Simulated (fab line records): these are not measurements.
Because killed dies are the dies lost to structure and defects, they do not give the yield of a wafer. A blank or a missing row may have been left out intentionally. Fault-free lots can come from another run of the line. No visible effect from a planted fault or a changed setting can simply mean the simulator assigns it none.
fab line records    flow n5-finfet    part 2 of 2: steps 17 to 26 of 26
record: lots: 5  wafers: 15  last-day: 18
route steps=1938 shown BEOL_M15@1803
lots with no fault: from the same line, run without faults
start-h: the number of hours between the record's first day and the start of the first shown wafer of the lot    wait-h: hours elapsed since this lot's preceding step    " same as the row above    L1.1+2: one row covering several wafers at once    - no value present, or no start provided    * or withheld: withheld    < > ~ a bound
route shown NAME@n: names a module that has steps shown in the file, with the first one's number in the route    usual: mean/standard deviation of fault-free wafers    same: alike in all rows    chamber/n: place in a boat    sites: readings site by site    _std_site: the standard deviation of these    _edge_site: mean of outer sites minus mean of inner sites    radius-mm: for every site, how far away it sits from the centre of the wafer    mask NAME#n: copy n    behind: the most recent tool/chamber to have shaped the wafer    hold: cause of the lot's hold/its duration in hours/its outcome    device: whichever transistor did not switch (one of n, p or np)    end of line: the tests these same wafers got at the end of their route    a step without rows: its recipe alone    killed: dies that structure and defects cost at the first sort, which is not the same as the wafer's yield    map: per-die view of a wafer (x killed, . not killed, _ where there is no die)
set.NAME: setting as actually run; set.NAME@STEP: the setting as run at that earlier step    model.NAME: the simulator's own value behind a step, which no gauge read
a table for each step, a row for each wafer; lots at some steps of the route
services: the hour from which a tool's chamber was out of use, counted from the record's first day as start-h (under 0 if before that day), plus the number of hours and why
== steps ==
step: N5_BEOL_M15_SPUTTER_44
recipe: material: Ta  target-thk-a: 150  temp-c: 50  bias-v: 80  power-w: 15000  chamber-pressure-pa: 0.07  time-s: 24.19
usual: bias-v: 80.1/0.79  throttle-valve-pct: 30.2/0.89
lot.wafer  tool            chamber  start-h  wait-h  bias-v  throttle-valve-pct
L074.1     pvd-sputter-03  -        277.47   0.0     79.4    31.6
L074.3     "               -        "        "       80.0    29.7
L074.4     "               -        "        "       79.6    29.3
L086.1     pvd-sputter-03  -        331.49   0.0     79.0    30.6
L086.2     "               -        "        "       78.6    29.9
L086.6     "               -        "        "       79.8    31.6
L089.2     pvd-sputter-01  -        371.04   0.0     80.9    30.9
L089.4     "               -        "        "       81.5    29.6
L089.6     "               -        "        "       78.4    31.4
L091.2     pvd-sputter-01  -        381.09   0.0     79.9    29.7
L091.3     "               -        "        "       80.5    31.0
L091.4     "               -        "        "       80.0    30.0
L095.2     pvd-sputter-01  -        405.04   0.0     79.4    29.7
L095.3     "               -        "        "       79.5    30.5
L095.6     "               -        "        "       80.5    30.7
step: N5_BEOL_M15_SPUTTER_45
recipe: material: Cu  target-thk-a: 1000  temp-c: -20  bias-v: 60  power-w: 26000  chamber-pressure-pa: 0.13  time-s: 16.67
usual: bias-v: 59.9/0.61  throttle-valve-pct: 30.2/0.91
lot.wafer  tool            chamber  start-h  wait-h  bias-v  throttle-valve-pct
L074.1     pvd-sputter-03  -        277.55   0.0     60.3    31.9
L074.3     "               -        "        "       59.9    30.0
L074.4     "               -        "        "       59.6    29.0
L086.1     pvd-sputter-03  -        331.58   0.0     60.1    30.7
L086.2     "               -        "        "       59.7    29.6
L086.6     "               -        "        "       60.3    31.8
L089.2     pvd-sputter-01  -        371.12   0.0     60.8    30.2
L089.4     "               -        "        "       60.1    30.0
L089.6     "               -        "        "       60.0    31.2
L091.2     pvd-sputter-01  -        381.17   0.0     59.6    29.5
L091.3     "               -        "        "       59.8    30.6
L091.4     "               -        "        "       59.4    29.9
L095.2     pvd-sputter-01  -        405.12   0.0     60.7    29.8
L095.3     "               -        "        "       60.1    30.7
L095.6     "               -        "        "       60.0    30.6
step: N5_BEOL_M15_ECD_47
recipe: material: Cu  target-thk-a: 18600
lot.wafer   tool       chamber  start-h  wait-h
L074.1+3+4  ecd-cu-02  1,0,1    277.67   0.1
L086.1+2+6  ecd-cu-02  1,0,0    331.70   0.1
L089.2+4+6  ecd-cu-02  0,1,1    371.24   0.1
L091.2+3+4  ecd-cu-01  1,0,1    381.29   0.1
L095.2+3+6  ecd-cu-02  0,1,0    405.24   0.1
step: N5_BEOL_M15_ANNEAL_48
recipe: temp-c: 225  time-s: 90  ambient: N2
usual: wafer_temp_C_max: 226.2/0.33
lot.wafer  tool           chamber  start-h  wait-h  wafer_temp_C_max
L074.1     rtp-anneal-01  0        277.91   0.2     226.6
L074.3     "              0        "        "       226.2
L074.4     "              0        "        "       225.9
L086.1     rtp-anneal-01  0        332.51   0.7     226.0
L086.2     "              0        "        "       225.8
L086.6     "              0        "        "       225.8
L089.2     rtp-anneal-01  0        371.52   0.2     225.8
L089.4     "              0        "        "       226.2
L089.6     "              0        "        "       226.0
L091.2     rtp-anneal-01  0        381.57   0.2     226.3
L091.3     "              0        "        "       226.6
L091.4     "              0        "        "       225.8
L095.2     rtp-anneal-02  0        406.26   0.9     226.0
L095.3     "              0        "        "       225.5
L095.6     "              0        "        "       225.6
step: N5_BEOL_M15_CMP_49
recipe: stop-on: SiO2  t-overpolish-s: 4.9  down-force-psi: 2  platen-rpm: 80  clearing-platen-down-force-psi: 2  clearing-platen-rpm: 80  post-cmp-clean: cu-alkaline  target-thk-nm: 850  clearing-platen-pad-velocity-m-s: 1.5917  pad-velocity-m-s: 1.5917
usual: barrier-field-endpoint-s: 11.3/0.3  edge-zone-pressure-frac: 0.999/0.0046  motor-current-A: 8.4/0.9  overpolish-run-s: 4.900/0.009  pad-life-wafers: 1029/580
lot.wafer  tool    chamber  start-h  wait-h  barrier-field-endpoint-s  edge-zone-pressure-frac  motor-current-A  overpolish-run-s  pad-life-wafers
L074.3     cmp-03  3        278.25   0.2     11.2                      1.005                    9.4              4.894             475
L074.1     "       0        "        "       11.8                      0.996                    7.2              4.919             476
L074.4     "       1        "        "       11.5                      1.000                    9.1              4.903             477
L086.1     cmp-03  1        332.80   0.3     11.0                      0.993                    9.7              4.906             924
L086.2     "       3        "        "       10.8                      1.000                    9.1              4.904             926
L086.6     "       2        "        "       11.5                      1.004                    8.6              4.887             -
L089.4     cmp-03  2        371.81   0.2     11.1                      1.002                    8.2              4.899             1213
L089.2     "       3        "        "       10.7                      1.004                    9.6              4.901             1214
L089.6     "       1        "        "       10.8                      0.993                    9.1              4.890             -
L091.3     cmp-03  1        381.86   0.2     11.1                      1.000                    9.1              4.905             1309
L091.2     "       2        "        "       11.5                      0.997                    7.9              4.901             1310
L091.4     "       3        "        "       11.0                      0.995                    8.8              4.898             1311
L095.2     cmp-04  1        406.58   0.3     11.4                      1.005                    8.2              4.908             236
L095.3     "       2        "        "       11.2                      0.999                    6.9              4.905             237
L095.6     "       3        "        "       11.6                      0.994                    10.8             4.901             -
step: N5_BEOL_M15_THK_MEAS_50
recipe: thk-meas-gauge: xrf  reads: Cu_of_BEOL_M15_ECD_47
usual: M15_THK: 852/25
lot.wafer  tool           chamber  start-h  wait-h  M15_THK[nm]
L074.1     film-metro-02  -        278.50   -       833
L074.3     "              -        "        "       871
L074.4     "              -        "        "       859
L086.1     film-metro-01  -        333.10   -       869
L086.2     "              -        "        "       832
L086.6     "              -        "        "       873
L089.2     film-metro-02  -        372.07   -       874
L089.4     "              -        "        "       885
L089.6     "              -        "        "       832
L091.2     film-metro-01  -        382.12   -       887
L091.3     "              -        "        "       895
L091.4     "              -        "        "       849
L095.2     film-metro-01  -        406.80   -       859
L095.3     "              -        "        "       819
L095.6     "              -        "        "       818
step: N5_BEOL_M15_PRE_CLEAN_52
recipe: gas: NH3  time-s: 15  temp-c: withheld  rf-power-w: 300
lot.wafer   tool      chamber  start-h  wait-h
L074.1+3+4  pecvd-04  1,0,1    278.54   0.0
L086.1+2+6  pecvd-04  1        333.14   0.0
L089.2+4+6  pecvd-03  1,0,2    372.11   0.0
L091.2+3+4  pecvd-01  1,2,0    382.16   0.0
L095.2+3+6  pecvd-03  0,2,1    406.84   0.0
step: N5_BEOL_M15_DEP_53
recipe: material: SiCN  target-thk-a: 500  temp-c: withheld  precursor: 3MS/NH3  pressure-torr: 3  rf-w: 675  time-s: 17.8
usual: showerhead-plenum-p-Torr: 4.171/0.025  throttle-valve-pct: 18.3/1.1
lot.wafer  tool      chamber  start-h  wait-h  showerhead-plenum-p-Torr  throttle-valve-pct
L074.1     pecvd-04  1        278.57   0.0     4.141                     18.6
L074.3     "         0        "        "       4.176                     18.4
L074.4     "         1        "        "       4.145                     18.7
L086.1     pecvd-04  1        333.21   0.1     4.151                     18.5
L086.2     "         1        "        "       4.138                     18.7
L086.6     "         1        "        "       4.138                     18.8
L089.2     pecvd-03  1        372.13   0.0     4.224                     19.0
L089.4     "         0        "        "       4.140                     17.7
L089.6     "         2        "        "       4.149                     17.2
L091.2     pecvd-01  1        382.18   0.0     4.182                     19.8
L091.3     "         2        "        "       4.183                     16.4
L091.4     "         0        "        "       4.191                     20.0
L095.2     pecvd-03  0        406.86   0.0     4.149                     17.2
L095.3     "         2        "        "       4.147                     16.9
L095.6     "         1        "        "       4.218                     19.0
step: N5_BEOL_M15_RS_MEAS_54
recipe: thk-meas-gauge: four-point-probe  reads: Cu_of_BEOL_M15_ECD_47+Ta_of_BEOL_M15_SPUTTER_44+TaN_of_BEOL_M15_SPUTTER_43
usual: M15_RS: 0.0219/0.00062
lot.wafer  tool           chamber  start-h  wait-h  M15_RS[ohm/sq]
L074.1     film-metro-01  -        278.63   0.0     0.0223
L074.3     "              -        "        "       0.0214
L074.4     "              -        "        "       0.0217
L086.1     film-metro-01  -        333.35   0.1     0.0212
L086.2     "              -        "        "       0.0222
L086.6     "              -        "        "       0.0212
L089.2     film-metro-01  -        372.20   0.1     0.0216
L089.4     "              -        "        "       0.0212
L089.6     "              -        "        "       0.0225
L091.2     film-metro-01  -        382.25   0.1     0.0210
L091.3     "              -        "        "       0.0209
L091.4     "              -        "        "       0.0220
L095.2     film-metro-02  -        406.93   0.1     0.0218
L095.3     "              -        "        "       0.0229
L095.6     "              -        "        "       0.0228
step: N5_BEOL_M15_INSPECT_55
recipe: inspect-instrument: darkfield  mode: post-dep
usual: raw-defect-count: 60/21
lot.wafer  tool               chamber  start-h  wait-h  raw-defect-count
L074.1     defect-inspect-01  -        278.66   0.0     41
L074.3     "                  -        "        "       40
L074.4     "                  -        "        "       54
L086.1     defect-inspect-02  -        333.37   0.0     74
L086.2     "                  -        "        "       74
L086.6     "                  -        "        "       52
L089.2     defect-inspect-01  -        372.22   0.0     39
L089.4     "                  -        "        "       49
L089.6     "                  -        "        "       73
L091.2     defect-inspect-01  -        382.28   0.0     30
L091.3     "                  -        "        "       43
L091.4     "                  -        "        "       45
L095.2     defect-inspect-01  -        406.96   0.0     54
L095.3     "                  -        "        "       24
L095.6     "                  -        "        "       32
== services ==
tool            chamber  start-h  hours  kind
rie-diel-03     -        272.06   0.8    repair
pecvd-04        -        272.95   0.7    repair
ecd-cu-02       -        281.96   0.4    repair
pecvd-01        1        289.14   3.5    repair
cmp-03          -        292.90   0.4    repair
pecvd-01        -        310.82   0.3    repair
rie-diel-03     3        317.24   8.8    repair
pvd-sputter-01  -        326.95   3.2    repair
cmp-04          -        331.13   5.2    repair
pecvd-04        0        331.85   8.1    repair
rie-diel-04     3        334.18   5.4    repair
rtp-anneal-01   -        340.42   3.1    pm
rtp-anneal-02   -        347.67   0.8    pm
pecvd-04        -        348.15   0.5    repair
cmp-04          -        349.07   4.2    repair
cmp-03          -        351.54   0.9    repair
cmp-03          -        355.75   5.8    pm
ecd-cu-02       -        361.70   2.3    repair
cmp-03          -        362.54   1.7    repair
wet-bench-05    -        366.54   3.4    repair
cmp-04          -        376.36   4.0    pm
pecvd-01        -        394.72   0.5    repair
pecvd-01        0        396.63   2.0    repair
cmp-03          -        400.92   1.1    repair
